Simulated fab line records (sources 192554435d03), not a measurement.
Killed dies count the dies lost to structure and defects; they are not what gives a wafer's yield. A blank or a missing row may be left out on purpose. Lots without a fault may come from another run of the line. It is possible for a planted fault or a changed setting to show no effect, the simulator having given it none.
The tool behind it: which one? | flow n5-finfet | Sampling: 10 lots, 30 wafers, 2 of 1938 route steps

WHAT THE GAUGES SHOWED, per wafer
N5_BEOL_M4_RC_MEAS_101.
lot  | measured     | on        | DIBL_N (mV/V)  | DIBL_P (mV/V)  | IOFF_N (nA/um)    | IOFF_P (nA/um) | ION_N (uA/um) | ION_P (uA/um) | SS_N (mV/dec)  | SS_P (mV/dec)  | VT_N (mV)   | VT_P (mV)
L567 | day 8 17:43  | prober-02 | 34.2 34.8 36.8 | 33.1 34.2 35.6 | 0.127 0.133 0.163 | 0.17 0.19 0.21 | 658 660 668   | 450 454 462   | 71.2 70.8 72.0 | 73.0 73.5 72.5 | 253 252 252 | -252 -252 -250
L569 | day 9 17:08  | prober-02 | 38.1 39.7 37.4 | 36.5 38.4 35.3 | 0.204 0.260 0.191 | 0.25 0.31 0.24 | 697 698 683   | 472 477 469   | 72.2 72.9 72.1 | 73.0 73.5 73.2 | 248 243 247 | -247 -241 -247
L570 | day 9 19:52  | prober-01 | 37.4 34.0 35.3 | 39.1 34.9 35.5 | 0.216 0.136 0.154 | 0.26 0.20 0.19 | 689 673 667   | 473 460 454   | 71.9 70.8 71.1 | 73.9 73.1 73.5 | 241 251 250 | -246 -253 -253
L574 | day 11 16:36 | prober-01 | 35.4 34.2 36.1 | 35.6 34.4 38.2 | 0.146 0.130 0.167 | 0.17 0.15 0.20 | 671 657 672   | 458 442 455   | 71.8 72.3 72.0 | 72.9 72.1 73.4 | 250 255 249 | -255 -256 -251
L580 | day 11 18:23 | prober-02 | 35.5 35.2 36.1 | 35.8 35.1 32.9 | 0.130 0.126 0.127 | 0.20 0.18 0.15 | 656 668 643   | 452 461 445   | 71.0 70.8 72.0 | 73.0 72.8 72.8 | 253 254 256 | -251 -252 -255
L584 | day 13 02:19 | prober-01 | 38.3 35.2 37.8 | 39.3 37.0 40.3 | 0.193 0.148 0.189 | 0.27 0.23 0.29 | 676 677 679   | 464 467 473   | 72.3 70.9 72.2 | 73.4 73.4 74.0 | 247 249 245 | -246 -246 -243
L585 | day 13 05:46 | prober-02 | 39.8 34.7 37.9 | 38.1 34.4 36.6 | 0.211 0.128 0.181 | 0.25 0.20 0.24 | 673 667 677   | 456 459 458   | 72.7 70.1 72.7 | 74.5 72.9 73.4 | 243 251 246 | -251 -249 -248
L587 | day 13 23:15 | prober-02 | 35.5 38.6 36.9 | 34.9 39.7 37.1 | 0.113 0.190 0.152 | 0.14 0.20 0.16 | 649 673 675   | 443 453 455   | 71.2 72.2 71.9 | 72.3 73.7 72.9 | 257 250 251 | -262 -253 -258
L588 | day 14 19:29 | prober-01 | 36.1 37.3 33.1 | 37.1 39.1 34.9 | 0.157 0.196 0.117 | 0.22 0.26 0.19 | 657 689 652   | 458 472 460   | 71.7 71.7 70.8 | 73.4 73.6 72.5 | 253 247 253 | -250 -248 -250
L589 | day 14 23:20 | prober-02 | 37.0 32.8 32.9 | 37.7 33.8 34.5 | 0.179 0.114 0.119 | 0.27 0.20 0.23 | 671 657 660   | 468 466 464   | 72.1 70.8 70.8 | 73.9 72.3 73.0 | 248 255 249 | -245 -246 -247

N5_BEOL_M9_INSPECT_13: inspects for defects (brightfield).
lot  | measured     | on                | raw-defect-count
L567 | day 10 18:59 | defect-inspect-02 | 459 547 465
L569 | day 11 11:26 | defect-inspect-01 | 361 436 435
L570 | day 11 16:49 | defect-inspect-01 | 269 324 406
L574 | day 13 06:08 | defect-inspect-01 | 331 363 347
L580 | day 13 10:20 | defect-inspect-01 | 536 427 440
L584 | day 14 17:09 | defect-inspect-02 | 348 472 383
L585 | day 15 04:56 | defect-inspect-01 | 268 232 273
L587 | day 15 18:37 | defect-inspect-02 | 348 314 312
L588 | day 16 11:50 | defect-inspect-01 | 336 515 357
L589 | day 16 17:41 | defect-inspect-01 | 522 439 512

TOOL THAT RAN EACH LOT (tool first, then ch and the chambers of the sampled wafers, then the start)
The record holds no process step before these readings.

AS READ BY THE TOOLS THEMSELVES (means over the sampled wafers that have a number; for cases with no such wafer, the mark the record gives instead)
The record holds no such reading with a usual standard deviation.

THE ANSWER, worked out from the rows above alone
Rule: usual is defined by the lots themselves. The widest of any qualifying gaps counts: lots, ordered by their means at a reading, are off when they make up no more than a third of the lots, leave a main group of 4 or more, and stand apart from it by 3 or more times the standard deviation of that group's means. A main group is skipped when, at the precision printed for the reading in the tables above, its means are all equal. Also off: a lot with no number at a reading for which 4 or more lots have one. The other lots that the step has rows for count as sound. After the gauges, taken in route order, come the tools' own readings; for these a lot's mean is taken, as printed above. At the first step where some lot is off, the reading lying furthest off is the one used; lots without a number count as furthest.
No lot is off at any reading shown: from this, nothing can be told.

WHAT THE SIMULATOR PUT IN
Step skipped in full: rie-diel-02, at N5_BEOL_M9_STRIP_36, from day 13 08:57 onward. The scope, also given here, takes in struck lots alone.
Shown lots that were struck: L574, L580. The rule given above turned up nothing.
